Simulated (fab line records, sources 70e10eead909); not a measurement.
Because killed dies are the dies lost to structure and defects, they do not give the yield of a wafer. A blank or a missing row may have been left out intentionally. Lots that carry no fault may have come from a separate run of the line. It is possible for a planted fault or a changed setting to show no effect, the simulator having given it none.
fab line records	flow nandHarc
record lots=24	wafers=72	lastDay=35
route steps=1302 shown P_M1@297 P_M2@349 P_BONDPAD@372 A_CHANNEL_HOLE_D1@466 A_CHANNEL_FILL_D1@492
lots that met no fault: from a run of the same line without faults
startH: hours from the record's opening day to when the first of the lot's shown wafers began	waitH: hours since the lot's step before	" identical to the entry in the row above	L1.1+2: one row covering several wafers at once	- no value, or no start given	* or withheld: withheld	< > ~ a bound
route shown NAME@n: NAME is a module with steps in the file, n the number in the route of the first one	usual: mean/standard deviation taken from wafers without a fault	same: alike in all rows	chamber/n: place in a boat	sites: each site's reading	_std_site: standard deviation of those values	_edge_site: mean of outer sites minus mean of inner sites	radiusMm: for every site, how far away it sits from the centre of the wafer	mask NAME#n: copy n	behind: the most recent tool/chamber to have shaped the wafer	hold: why the lot was held/for how many hours/how that ended	device: whichever transistor did not switch (one of n, p or np)	end of line: tests run on the same wafers once the route is complete	a step with no rows: only its recipe	killed: count of dies lost to structure and defects at first sort (not the wafer's yield)	map: a wafer's dies, x killed, . not, _ none there
set.NAME: the run value of the setting; set.NAME@STEP: its run value at that earlier step	model.NAME: the simulator's own value behind a step, which no gauge read
the route's steps for a sample of lots (tables are steps, rows are wafers)
services: from which hour (startH, from the record's first day; less than 0 if before it) a tool's chamber was out of use, for how many hours, and why
## steps
# step NHARC_P_M1_INSPECT_11
# usual rawDefectCount=4.7/2.8
lot.wafer	tool	chamber	startH	waitH	rawDefectCount
L074.2	defectInspect-02	-	127.62	0.0	2
L074.3	"	-	"	"	2
L074.6	"	-	"	"	2
L075.1	defectInspect-01	-	133.29	0.0	3
L075.4	"	-	"	"	2
L075.5	"	-	"	"	5
L076.1	defectInspect-02	-	148.20	0.0	4
L076.3	"	-	"	"	10
L076.4	"	-	"	"	5
L077.3	defectInspect-02	-	158.52	0.0	2
L077.4	"	-	"	"	1
L077.6	"	-	"	"	4
L078.1	defectInspect-02	-	167.73	0.0	3
L078.4	"	-	"	"	7
L078.6	"	-	"	"	3
L079.1	defectInspect-02	-	174.65	0.0	4
L079.2	"	-	"	"	4
L079.4	"	-	"	"	4
L080.4	defectInspect-01	-	186.35	0.0	2
L080.5	"	-	"	"	6
L080.6	"	-	"	"	1
L081.2	defectInspect-01	-	202.45	0.0	7
L081.5	"	-	"	"	4
L081.6	"	-	"	"	4
L082.1	defectInspect-02	-	202.68	0.0	2
L082.2	"	-	"	"	3
L082.4	"	-	"	"	4
L083.2	defectInspect-01	-	215.12	0.0	4
L083.3	"	-	"	"	6
L083.4	"	-	"	"	5
L084.1	defectInspect-02	-	221.27	0.0	3
L084.3	"	-	"	"	4
L084.5	"	-	"	"	6
L085.2	defectInspect-02	-	239.37	0.0	6
L085.3	"	-	"	"	3
L085.6	"	-	"	"	6
L086.3	defectInspect-01	-	240.39	0.0	1
L086.4	"	-	"	"	2
L086.5	"	-	"	"	1
L087.2	defectInspect-01	-	258.61	0.0	9
L087.4	"	-	"	"	5
L087.5	"	-	"	"	8
L089.1	defectInspect-01	-	273.03	0.0	8
L089.2	"	-	"	"	8
L089.3	"	-	"	"	3
L088.1	defectInspect-02	-	273.52	0.0	5
L088.4	"	-	"	"	6
L088.5	"	-	"	"	4
L090.1	defectInspect-01	-	289.24	0.0	6
L090.5	"	-	"	"	7
L090.6	"	-	"	"	2
L091.3	defectInspect-02	-	294.26	0.0	6
L091.4	"	-	"	"	6
L091.6	"	-	"	"	3
L092.1	defectInspect-02	-	301.37	0.0	11
L092.3	"	-	"	"	14
L092.6	"	-	"	"	16
L093.3	defectInspect-02	-	320.06	0.0	10
L093.5	"	-	"	"	6
L093.6	"	-	"	"	4
L094.4	defectInspect-01	-	324.74	0.0	5
L094.5	"	-	"	"	3
L094.6	"	-	"	"	5
L095.1	defectInspect-01	-	332.94	0.0	2
L095.2	"	-	"	"	2
L095.5	"	-	"	"	3
L096.1	defectInspect-01	-	346.56	0.0	10
L096.2	"	-	"	"	2
L096.3	"	-	"	"	7
L097.2	defectInspect-02	-	364.53	0.0	2
L097.3	"	-	"	"	3
L097.5	"	-	"	"	2
# step NHARC_P_M2_PRE_CLEAN_32
# recipe timeS=12	tempC=370	rfPowerW=300	gas=NH3
# usual heaterPowerW=637/75
lot.wafer	tool	chamber	startH	waitH	heaterPowerW
L074.3	pecvd-02	0	134.53	0.1	812
L074.2	"	1	"	"	655
L074.6	"	0	"	"	806
L075.1	pecvd-02	1	140.16	0.1	597
L075.5	"	0	"	"	722
L075.4	"	1	"	"	588
L076.1	pecvd-03	1	155.85	0.1	613
L076.3	"	0	"	"	544
L076.4	"	1	"	"	606
L077.3	pecvd-03	2	165.65	0.1	579
L077.6	"	1	"	"	697
L077.4	"	2	"	"	578
L078.1	pecvd-03	1	174.58	0.1	664
L078.4	"	1	"	"	664
L078.6	"	2	"	"	542
L079.1	pecvd-03	1	181.53	0.1	693
L079.2	"	2	"	"	529
L079.4	"	2	"	"	523
L080.5	pecvd-02	0	193.13	0.1	711
L080.6	"	1	"	"	559
L080.4	"	2	"	"	741
L081.2	pecvd-04	2	209.31	0.1	725
L081.5	"	1	"	"	627
L081.6	"	2	"	"	748
L082.2	pecvd-02	2	209.63	0.1	723
L082.1	"	0	"	"	690
L082.4	"	1	"	"	585
L083.3	pecvd-03	1	222.12	0.2	554
L083.2	"	2	"	"	531
L083.4	"	0	"	"	645
L084.3	pecvd-04	2	228.08	0.1	679
L084.1	"	0	"	"	705
L084.5	"	0	"	"	689
L085.2	pecvd-03	2	246.50	0.1	530
L085.3	"	0	"	"	634
L085.6	"	0	"	"	624
L086.3	pecvd-02	1	247.21	0.1	589
L086.4	"	2	"	"	700
L086.5	"	1	"	"	588
L087.2	pecvd-03	1	265.46	0.1	591
L087.5	"	1	"	"	604
L087.4	"	2	"	"	562
L089.3	pecvd-02	0	279.99	0.1	724
L089.2	"	1	"	"	646
L089.1	"	2	"	"	661
L088.1	pecvd-02	2	280.39	0.1	683
L088.5	"	2	"	"	678
L088.4	"	0	"	"	790
L090.1	pecvd-04	2	296.56	0.1	710
L090.6	"	2	"	"	708
L090.5	"	0	"	"	710
L091.3	pecvd-02	0	301.44	0.1	832
L091.4	"	1	"	"	607
L091.6	"	2	"	"	672
L092.1	pecvd-04	1	308.16	0.1	651
L092.3	"	2	"	"	772
L092.6	"	1	"	"	660
L093.3	pecvd-03	0	327.42	0.1	639
L093.6	"	2	"	"	556
L093.5	"	0	"	"	672
L094.6	pecvd-03	2	331.74	0.1	579
L094.5	"	0	"	"	594
L094.4	"	1	"	"	638
L095.2	pecvd-03	0	339.80	0.1	573
L095.1	"	2	"	"	520
L095.5	"	1	"	"	556
L096.1	pecvd-03	1	353.73	0.1	539
L096.2	"	2	"	"	526
L096.3	"	0	"	"	590
L097.2	pecvd-02	0	371.42	0.1	734
L097.3	"	1	"	"	621
L097.5	"	0	"	"	728
# step NHARC_P_BONDPAD_ETCH_24
# recipe targetDepthA=300	overEtchFrac=0.3	timeS=72.99	ionEnergyEv=150	cf4FlowSccm=50	n2FlowSccm=100	arFlowSccm=150	rfW=300	biasW=100	chemistry=CF4/N2
# usual drypumpMotorCurrentA=5.6/0.42	oesProductAu=0.999/0.0073	rfVppV=313.6/2	showerheadPlenumPTorr=2.59/0.1	throttleValvePct=19.795/0.0087
lot.wafer	tool	chamber	startH	waitH	drypumpMotorCurrentA	oesProductAu	rfHoursCounterH	rfVppV	showerheadPlenumPTorr	throttleValvePct
L074.2	rieDiel-11	0	-	-	6.1	1.008	3.7	313.5	2.53	19.795
L074.3	"	2	"	"	4.9	1.007	3.7	313.2	2.50	19.793
L074.6	"	0	"	"	6.1	0.999	-	313.4	2.53	19.792
L075.1	rieDiel-06	1	142.53	0.2	5.4	0.997	0.1	313.4	2.55	19.796
L075.4	"	0	"	"	5.1	1.008	-	317.5	2.83	19.801
L075.5	"	1	"	"	5.4	1.000	-	313.5	2.55	19.784
L076.1	rieDiel-13	0	158.35	0.2	5.2	0.995	9.7	313.7	2.51	19.800
L076.3	"	1	"	"	5.5	0.995	6.4	310.2	2.48	19.776
L076.4	"	1	"	"	5.5	0.992	-	313.3	2.48	19.809
L077.4	rieDiel-06	2	-	-	5.4	0.993	0.3	314.2	2.59	19.798
L077.3	"	3	"	"	6.0	1.002	0.9	312.8	2.57	19.803
L077.6	"	2	"	"	5.3	0.986	-	313.2	2.59	19.802
L078.4	rieDiel-11	1	-	-	5.3	0.999	4.9	315.9	2.77	19.812
L078.1	"	2	"	"	4.9	0.999	4.6	310.7	2.50	19.797
L078.6	"	2	"	"	4.9	1.007	-	313.5	2.50	19.788
L079.2	rieDiel-11	3	-	-	6.1	0.995	4.3	311.4	2.52	19.780
L079.1	"	0	"	"	6.1	0.996	5.5	313.6	2.53	19.789
L079.4	"	1	"	"	5.3	0.998	5.6	316.6	2.77	19.789
L080.4	rieDiel-06	0	-	-	5.1	1.015	2.4	317.1	2.82	19.777
L080.6	"	1	"	"	5.4	0.991	-	311.9	2.55	19.796
L080.5	"	2	"	"	5.3	0.999	-	312.4	2.59	19.793
L081.2	rieDiel-06	2	-	-	5.4	0.995	2.3	313.2	2.59	19.802
L081.6	"	1	"	"	5.4	0.999	-	313.3	2.55	19.775
L081.5	"	2	"	"	5.3	1.006	-	313.1	2.59	19.796
L082.1	rieDiel-13	2	212.14	0.1	5.8	0.991	1.1	315.4	2.66	19.803
L082.2	"	3	"	"	5.7	1.004	1.3	312.6	2.62	19.800
L082.4	"	0	"	"	5.2	1.005	-	311.7	2.51	19.809
L083.3	rieDiel-11	3	-	-	6.2	1.003	5.1	311.5	2.52	19.792
L083.4	"	0	"	"	6.1	1.001	7.0	313.0	2.53	19.797
L083.2	"	1	"	"	5.3	1.002	6.9	318.4	2.77	19.805
L084.3	rieDiel-06	2	-	-	5.3	0.992	2.9	314.2	2.59	19.803
L084.1	"	3	"	"	6.1	0.988	3.2	313.6	2.57	19.802
L084.5	"	2	"	"	5.3	0.993	-	314.5	2.59	19.802
L085.2	rieDiel-06	1	-	-	5.4	0.993	4.1	311.7	2.55	19.787
L085.3	"	2	"	"	5.3	0.994	3.5	312.6	2.59	19.804
L085.6	"	1	"	"	5.4	0.987	-	312.8	2.55	19.783
L086.3	rieDiel-06	2	-	-	5.3	0.998	3.5	313.1	2.59	19.789
L086.4	"	3	"	"	6.1	1.002	3.6	311.9	2.57	19.783
L086.5	"	2	"	"	5.3	0.992	-	313.3	2.59	19.798
L087.2	rieDiel-13	0	-	-	5.2	1.004	4.8	312.2	2.51	19.800
L087.4	"	1	"	"	5.4	0.988	4.6	310.5	2.48	19.791
L087.5	"	1	"	"	5.4	0.989	-	312.2	2.48	19.793
L089.2	rieDiel-11	3	-	-	6.2	0.990	1.2	313.5	2.52	19.789
L089.1	"	0	"	"	6.1	1.009	1.2	314.0	2.53	19.810
L089.3	"	2	"	"	4.9	1.006	0.5	312.2	2.50	19.804
L088.1	rieDiel-06	1	-	-	5.5	0.988	5.3	312.9	2.55	19.778
L088.4	"	3	"	"	6.1	1.011	4.7	313.2	2.57	19.802
L088.5	"	2	"	"	5.4	0.993	-	314.3	2.59	19.810
L090.1	rieDiel-11	3	-	-	6.2	1.004	2.5	312.5	2.51	19.796
L090.5	"	2	"	"	4.9	0.995	-	312.6	2.50	19.807
L090.6	"	3	"	"	6.2	0.992	-	312.1	2.51	19.793
L091.3	rieDiel-11	0	-	-	6.1	1.008	2.7	311.8	2.53	19.806
L091.4	"	1	"	"	5.3	0.996	2.2	317.1	2.77	19.798
L091.6	"	3	"	"	6.2	0.991	-	312.3	2.51	19.817
L092.1	rieDiel-13	2	-	-	5.8	1.011	5.8	315.5	2.65	19.789
L092.3	"	3	"	"	5.7	1.001	6.8	314.3	2.62	19.791
L092.6	"	0	"	"	5.2	1.012	-	311.7	2.51	19.792
L093.3	rieDiel-06	3	-	-	6.1	0.994	0.3	313.0	2.57	19.785
L093.6	"	0	"	"	5.1	0.998	-	317.8	2.82	19.789
L093.5	"	1	"	"	5.4	0.990	-	312.9	2.55	19.803
L094.4	rieDiel-13	0	-	-	5.2	1.001	8.7	312.0	2.50	19.796
L094.5	"	3	"	"	5.7	0.997	-	315.0	2.62	19.799
L094.6	"	0	"	"	5.2	0.986	-	311.8	2.50	19.790
L095.2	rieDiel-11	3	-	-	6.2	1.002	5.0	312.8	2.51	19.801
L095.1	"	0	"	"	6.1	1.011	5.3	311.0	2.53	19.778
L095.5	"	0	"	"	6.1	0.992	-	311.5	2.53	19.794
L096.2	rieDiel-11	1	-	-	5.3	0.996	5.7	317.3	2.77	19.796
L096.3	"	2	"	"	4.9	0.991	4.8	312.9	2.49	19.802
L096.1	"	3	"	"	6.2	0.984	5.8	310.8	2.51	19.795
L097.3	rieDiel-13	2	-	-	5.8	0.996	1.1	314.0	2.65	19.786
L097.2	"	0	"	"	5.2	1.010	1.0	312.1	2.50	19.789
L097.5	"	2	"	"	5.8	0.991	-	314.2	2.65	19.793
# step NHARC_A_CHANNEL_HOLE_D1_ETCH_38
# recipe targetDepthA=390	overEtchFrac=0.3	timeS=65	ionEnergyEv=80	cf4FlowSccm=150	arFlowSccm=0	rfW=300	biasW=100	chemistry=CF4
# usual drypumpMotorCurrentA=5.7/0.59	oesProductAu=1.001/0.0065	rfVppV=150.7/0.99	showerheadPlenumPTorr=1.72/0.052	throttleValvePct=13.283/0.0093
lot.wafer	tool	chamber	startH	waitH	drypumpMotorCurrentA	oesProductAu	rfHoursCounterH	rfVppV	showerheadPlenumPTorr	throttleValvePct
L074.2	rieDiel-12	2	179.58	0.1	5.2	1.005	7	150.9	1.71	13.277
L074.3	"	0	"	"	6.0	1.006	7	149.9	1.73	13.293
L074.6	"	3	"	"	5.1	1.014	-	149.3	1.66	13.303
L075.4	rieDiel-12	2	184.82	0.1	5.2	1.005	8	149.8	1.70	13.274
L075.1	"	3	"	"	5.1	1.006	7	149.7	1.66	13.277
L075.5	"	2	"	"	5.2	0.994	-	149.7	1.70	13.290
L076.3	rieDiel-12	1	209.66	0.1	6.6	0.991	9	149.9	1.76	13.275
L076.4	"	2	"	"	5.2	1.002	9	151.0	1.70	13.292
L076.1	"	3	"	"	5.1	1.011	8	150.2	1.66	13.284
L077.4	rieDiel-12	1	211.68	0.1	6.5	0.998	10	151.6	1.76	13.282
L077.3	"	3	"	"	5.1	0.994	9	150.9	1.66	13.272
L077.6	"	1	"	"	6.6	0.998	-	150.1	1.76	13.297
L078.4	rieDiel-04	2	222.86	0.1	5.8	1.003	10	151.7	1.74	13.288
L078.1	"	1	"	"	4.9	0.999	11	149.7	1.68	13.274
L078.6	"	2	"	"	5.8	1.002	-	151.1	1.74	13.279
L079.1	rieDiel-12	0	223.08	0.6	6.0	1.001	11	150.9	1.73	13.270
L079.2	"	2	"	"	5.2	1.002	10	150.7	1.70	13.275
L079.4	"	0	"	"	6.0	1.015	-	150.9	1.73	13.278
L080.4	rieDiel-12	0	236.39	0.1	6.0	1.004	-	150.7	1.73	13.297
L080.5	"	0	"	"	6.0	0.999	-	151.8	1.73	13.285
L080.6	"	1	"	"	6.5	1.002	-	152.2	1.76	13.267
L082.4	rieDiel-12	3	257.46	0.1	5.1	0.997	12	149.9	1.65	13.295
L082.2	"	1	"	"	6.6	0.991	13	150.1	1.76	13.278
L082.1	"	2	"	"	5.2	1.001	12	150.8	1.70	13.271
L081.2	rieDiel-10	1	257.85	0.1	5.1	0.995	3	150.4	1.72	13.284
L081.6	"	0	"	"	6.3	0.997	-	151.7	1.78	13.270
L081.5	"	1	"	"	5.1	0.999	-	150.5	1.72	13.269
L083.4	rieDiel-04	2	269.39	0.1	5.8	0.994	24	151.4	1.74	13.283
L083.2	"	0	"	"	4.6	1.006	27	153.5	1.90	13.283
L083.3	"	1	"	"	4.9	1.000	23	149.1	1.67	13.266
L084.1	rieDiel-10	1	269.65	0.1	5.1	1.003	6	151.1	1.72	13.273
L084.3	"	2	"	"	5.9	0.999	5	149.8	1.68	13.267
L084.5	"	0	"	"	6.3	0.992	-	151.8	1.78	13.278
L085.2	rieDiel-12	3	293.32	0.1	5.1	1.004	1	149.9	1.65	13.276
L085.3	"	2	"	"	5.2	1.008	1	151.1	1.70	13.272
L085.6	"	0	"	"	6.0	1.009	-	150.1	1.73	13.301
L086.4	rieDiel-04	3	294.33	0.1	6.2	1.001	37	151.2	1.81	13.269
L086.3	"	0	"	"	4.6	0.999	36	152.0	1.90	13.284
L086.5	"	3	"	"	6.2	0.999	-	151.8	1.81	13.279
L087.2	rieDiel-12	0	316.81	0.1	6.0	1.010	2	150.7	1.72	13.283
L087.4	"	3	"	"	5.1	0.996	2	150.8	1.65	13.295
L087.5	"	0	"	"	6.0	0.998	-	151.4	1.72	13.270
L088.4	rieDiel-12	0	326.46	0.5	6.0	1.012	3	150.1	1.72	13.277
L088.1	"	1	"	"	6.6	1.008	3	153.2	1.75	13.277
L088.5	"	3	"	"	5.1	0.997	-	149.0	1.65	13.290
L089.1	rieDiel-12	2	327.76	0.1	5.2	1.008	3	150.7	1.70	13.296
L089.2	"	3	"	"	5.1	0.997	3	149.9	1.65	13.289
L089.3	"	1	"	"	6.6	1.013	3	151.0	1.75	13.295
L090.1	rieDiel-10	1	343.54	0.1	5.2	1.007	29	151.4	1.72	13.270
L090.6	"	1	"	"	5.2	0.997	-	149.8	1.72	13.278
L090.5	"	2	"	"	5.9	0.996	-	149.8	1.68	13.288
L091.3	rieDiel-12	1	345.53	0.1	6.6	1.000	5	150.5	1.75	13.300
L091.4	"	3	"	"	5.1	0.991	5	148.5	1.65	13.271
L091.6	"	1	"	"	6.6	1.004	-	149.5	1.75	13.301
L092.1	rieDiel-12	2	354.29	0.1	5.2	0.988	6	150.8	1.70	13.280
L092.3	"	1	"	"	6.6	0.996	5	152.0	1.75	13.273
L092.6	"	2	"	"	5.2	0.994	-	149.7	1.70	13.290
L094.4	rieDiel-12	0	375.65	0.1	6.0	1.006	8	150.2	1.72	13.278
L094.5	"	3	"	"	5.1	0.987	-	150.6	1.65	13.277
L094.6	"	0	"	"	6.0	1.010	-	150.2	1.72	13.276
L093.3	rieDiel-10	0	376.64	0.1	6.3	0.999	41	150.4	1.77	13.302
L093.5	"	1	"	"	5.2	0.997	-	150.4	1.71	13.285
L093.6	"	2	"	"	5.9	1.006	-	149.0	1.67	13.281
L095.2	rieDiel-12	0	390.02	0.1	6.0	1.009	9	150.1	1.72	13.274
L095.1	"	1	"	"	6.6	1.008	9	151.0	1.75	13.297
L095.5	"	1	"	"	6.6	1.009	-	149.1	1.75	13.279
L096.1	rieDiel-12	3	400.27	0.1	5.1	0.990	10	149.3	1.65	13.284
L096.2	"	0	"	"	6.0	1.005	10	150.6	1.72	13.283
L096.3	"	1	"	"	6.5	1.007	9	152.2	1.75	13.282
L097.3	rieDiel-04	3	418.40	0.1	6.2	0.999	19	151.0	1.80	13.295
L097.2	"	0	"	"	4.6	0.996	19	151.7	1.89	13.289
L097.5	"	2	"	"	5.8	0.994	-	149.9	1.73	13.279
# step NHARC_A_CHANNEL_HOLE_D1_ETCH_21
# recipe biasV=3000	sourceW=withheld	pressureMtorr=20	timeS=514.3	arFlowSccm=375	c4f8FlowSccm=89.3	o2FlowSccm=35.7	tempC=-20	targetDepthA=16000	chemistry=C4F8/O2/Ar
# usual drypumpMotorCurrentA=5.93/0.15	oesAirLineAu=0.997/0.019	showerheadPlenumPTorr=3.61/0.13	throttleValvePct=32.156/0.0088
lot.wafer	tool	chamber	startH	waitH	drypumpMotorCurrentA	oesAirLineAu	rfHoursCounterH	showerheadPlenumPTorr	throttleValvePct
L074.2	harEtch-02	1	181.17	0.3	5.62	0.958	296	3.69	32.166
L074.3	"	1	"	"	5.66	1.029	-	3.69	32.173
L074.6	"	1	"	"	5.64	1.013	-	3.69	32.163
L075.1	harEtch-02	0	186.41	0.3	5.86	1.003	300	3.42	32.165
L075.4	"	1	"	"	5.66	0.971	-	3.69	32.141
L075.5	"	1	"	"	5.65	0.995	-	3.69	32.159
L076.1	harEtch-02	1	211.57	0.3	5.67	1.005	311	3.68	32.148
L076.3	"	0	"	"	5.83	0.977	-	3.42	32.151
L076.4	"	1	"	"	5.65	1.005	-	3.68	32.154
L077.3	harEtch-01	1	213.77	0.3	6.06	0.994	-	3.54	32.153
L077.4	"	0	"	"	5.99	0.984	-	3.73	32.148
L077.6	"	1	"	"	6.06	1.005	-	3.54	32.158
L078.1	harEtch-01	1	224.39	0.3	6.05	0.991	104	3.54	32.165
L078.4	"	0	"	"	5.98	0.981	-	3.72	32.157
L078.6	"	0	"	"	5.94	1.018	-	3.72	32.156
L079.1	harEtch-02	0	224.79	0.3	5.87	1.007	319	3.41	32.153
L079.2	"	1	"	"	5.67	0.999	319	3.67	32.154
L079.4	"	0	"	"	5.88	1.021	-	3.41	32.147
L080.4	harEtch-01	0	238.62	0.3	5.98	1.009	-	3.72	32.153
L080.5	"	0	"	"	5.99	0.997	-	3.72	32.154
L080.6	"	1	"	"	6.06	0.996	-	3.53	32.159
L082.1	harEtch-02	1	259.00	0.3	5.66	1.004	338	3.66	32.160
L082.2	"	0	"	"	5.86	1.023	338	3.40	32.159
L082.4	"	0	"	"	5.87	1.027	-	3.40	32.159
L081.2	harEtch-01	1	259.43	0.3	6.09	1.010	126	3.53	32.151
L081.6	"	0	"	"	5.99	0.997	-	3.71	32.156
L081.5	"	1	"	"	6.05	1.023	-	3.53	32.149
L083.2	harEtch-02	1	270.98	0.3	5.67	0.985	346	3.66	32.162
L083.4	"	0	"	"	5.87	0.982	-	3.40	32.149
L083.3	"	1	"	"	5.64	1.017	-	3.66	32.158
L084.1	harEtch-01	1	271.15	0.3	6.06	0.983	134	3.52	32.151
L084.3	"	0	"	"	6.07	0.998	-	3.71	32.162
L084.5	"	1	"	"	6.05	0.966	-	3.52	32.173
L085.2	harEtch-01	0	297.08	0.3	6.00	0.970	149	3.70	32.175
L085.3	"	1	"	"	6.07	1.014	-	3.51	32.163
L085.6	"	1	"	"	6.07	1.000	-	3.51	32.160
L086.3	harEtch-01	0	301.40	0.3	5.98	0.990	-	3.70	32.147
L086.4	"	1	"	"	6.09	1.016	-	3.51	32.154
L086.5	"	0	"	"	5.99	0.990	-	3.70	32.149
L087.2	harEtch-01	0	318.41	0.3	5.96	1.007	161	3.69	32.164
L087.4	"	1	"	"	6.09	1.010	-	3.51	32.143
L087.5	"	1	"	"	6.10	0.972	-	3.51	32.179
L088.1	harEtch-02	1	328.61	0.3	5.66	0.964	384	3.64	32.160
L088.4	"	1	"	"	5.63	1.002	-	3.64	32.147
L088.5	"	0	"	"	5.87	1.009	-	3.93	32.152
L089.1	harEtch-01	1	329.59	0.3	6.09	1.003	169	3.50	32.151
L089.2	"	0	"	"	5.97	1.037	169	3.69	32.148
L089.3	"	0	"	"	5.99	1.010	-	3.69	32.158
L090.1	harEtch-02	1	345.41	0.3	5.66	1.030	395	3.63	32.147
L090.6	"	0	"	"	5.86	0.970	-	3.92	32.147
L090.5	"	1	"	"	5.64	1.040	-	3.63	32.162
L091.3	harEtch-01	1	347.19	0.3	6.08	0.997	-	3.50	32.147
L091.4	"	0	"	"	6.00	1.005	-	3.68	32.145
L091.6	"	1	"	"	6.08	1.001	-	3.50	32.151
L092.1	harEtch-01	0	355.81	0.3	5.99	1.012	184	3.68	32.157
L092.3	"	1	"	"	6.07	0.998	-	3.50	32.156
L092.6	"	1	"	"	6.08	0.962	-	3.50	32.156
L094.4	harEtch-01	0	377.32	0.3	6.01	0.989	-	3.67	32.133
L094.6	"	0	"	"	6.00	1.016	-	3.67	32.174
L094.5	"	1	"	"	6.07	1.014	-	3.49	32.166
L093.3	harEtch-01	0	381.56	0.3	5.98	1.002	-	3.67	32.154
L093.5	"	1	"	"	6.03	0.976	-	3.49	32.162
L093.6	"	0	"	"	6.00	0.975	-	3.67	32.146
L095.1	harEtch-01	1	397.70	0.3	6.07	1.025	215	3.48	32.162
L095.2	"	0	"	"	5.96	1.021	215	3.66	32.165
L095.5	"	1	"	"	6.08	1.001	-	3.48	32.153
L096.1	harEtch-02	0	402.13	0.3	5.85	0.968	8	3.91	32.152
L096.2	"	1	"	"	5.66	0.977	8	3.62	32.172
L096.3	"	1	"	"	5.63	0.969	-	3.62	32.160
L097.2	harEtch-01	1	421.96	0.3	6.08	0.997	230	3.47	32.159
L097.3	"	0	"	"	5.96	0.978	-	3.66	32.160
L097.5	"	0	"	"	6.00	0.963	-	3.66	32.146
# step NHARC_A_CHANNEL_FILL_D1_ALD_02
# recipe targetThkA=60	pulseTimeS=10	aldCycles=60	tempC=300	material=SiO2
# usual heaterPowerW=466/38	precursorPulseHeightRel=1.000/0.022
lot.wafer	tool	chamber	startH	waitH	heaterPowerW	precursorPulseHeightRel
L074.2	aldHk-04	2	186.90	-	416	0.989
L074.3	"	1	"	"	407	1.028
L074.6	"	2	"	"	427	1.002
L075.4	aldHk-04	2	191.89	-	425	1.023
L075.1	"	0	"	"	503	1.056
L075.5	"	1	"	"	405	0.984
L076.4	aldHk-04	1	217.07	-	413	0.990
L076.3	"	2	"	"	425	0.951
L076.1	"	3	"	"	459	1.013
L077.3	aldHk-02	3	219.17	0.1	439	1.007
L077.4	"	1	"	"	451	1.016
L077.6	"	0	"	"	494	1.006
L078.4	aldHk-03	2	229.92	-	486	1.018
L078.1	"	3	"	"	405	0.982
L078.6	"	1	"	"	500	0.986
L079.2	aldHk-02	0	230.34	-	501	0.980
L079.1	"	1	"	"	454	1.004
L079.4	"	2	"	"	522	0.998
L080.4	aldHk-04	1	244.11	-	407	1.052
L080.6	"	3	"	"	457	0.971
L080.5	"	0	"	"	519	1.017
L082.1	aldHk-02	1	264.47	-	448	0.974
L082.4	"	2	"	"	517	0.980
L082.2	"	0	"	"	497	1.008
L081.2	aldHk-02	1	265.05	-	450	0.938
L081.6	"	3	"	"	439	0.992
L081.5	"	0	"	"	489	1.024
L083.2	aldHk-04	1	276.69	-	405	0.979
L083.3	"	2	"	"	440	1.022
L083.4	"	3	"	"	460	1.025
L084.3	aldHk-03	1	277.20	-	502	0.965
L084.1	"	2	"	"	507	1.036
L084.5	"	1	"	"	506	0.967
L085.3	aldHk-04	3	304.10	-	450	1.015
L085.2	"	0	"	"	501	1.041
L085.6	"	3	"	"	468	1.024
L086.4	aldHk-03	1	307.09	-	511	0.982
L086.3	"	3	"	"	421	1.019
L086.5	"	1	"	"	500	1.004
L087.4	aldHk-02	3	323.88	-	450	0.986
L087.2	"	0	"	"	510	0.979
L087.5	"	2	"	"	529	1.033
L088.1	aldHk-03	3	334.10	-	430	1.013
L088.4	"	1	"	"	491	0.973
L088.5	"	0	"	"	448	1.015
L089.2	aldHk-03	0	335.22	-	449	0.999
L089.1	"	2	"	"	502	1.027
L089.3	"	3	"	"	422	0.987
L090.1	aldHk-03	3	351.05	-	417	0.975
L090.6	"	0	"	"	450	0.966
L090.5	"	1	"	"	481	0.987
L091.4	aldHk-04	2	353.08	-	439	1.004
L091.3	"	1	"	"	406	0.986
L091.6	"	3	"	"	461	0.998
L092.1	aldHk-03	2	361.34	-	509	0.965
L092.3	"	0	"	"	447	0.992
L092.6	"	1	"	"	508	1.014
L094.4	aldHk-04	1	383.27	-	414	1.027
L094.6	"	3	"	"	463	1.021
L094.5	"	0	"	"	513	0.976
L093.3	aldHk-04	0	387.05	-	509	0.984
L093.5	"	2	"	"	436	1.018
L093.6	"	3	"	"	456	0.968
L095.1	aldHk-03	0	403.17	-	421	1.025
L095.2	"	2	"	"	502	0.966
L095.5	"	1	"	"	520	1.003
L096.3	aldHk-03	2	407.60	-	523	0.980
L096.1	"	0	"	"	425	0.997
L096.2	"	1	"	"	512	0.998
L097.2	aldHk-04	0	427.48	-	506	1.012
L097.3	"	1	"	"	420	1.030
L097.5	"	0	"	"	520	1.009
## services
tool	chamber	startH	hours	kind
aldHk-03	-	114.56	3.2	repair
harEtch-01	-	116.46	0.8	repair
rieDiel-12	3	120.15	6.4	repair
rieDiel-06	-	130.20	9.0	pm
pecvd-02	-	130.30	1.1	repair
rieDiel-06	2	141.35	3.8	repair
rieDiel-06	2	149.20	1.6	repair
rieDiel-12	-	157.70	0.3	repair
rieDiel-06	2	158.74	5.1	repair
aldHk-03	-	164.01	3.1	repair
pecvd-02	-	172.42	13.8	repair
pecvd-03	2	182.11	6.1	repair
pecvd-03	-	186.02	13.0	pm
rieDiel-12	1	219.83	6.2	repair
rieDiel-12	2	231.31	7.1	repair
rieDiel-12	3	232.37	7.8	repair
rieDiel-12	1	237.71	3.6	repair
aldHk-04	-	255.82	10.0	pm
rieDiel-12	-	268.40	9.0	pm
aldHk-04	-	332.75	0.2	repair
rieDiel-12	1	333.23	5.4	repair
pecvd-03	-	367.02	13.0	pm
rieDiel-12	1	383.32	3.0	repair
pecvd-03	-	407.07	0.4	repair
## key
fault none
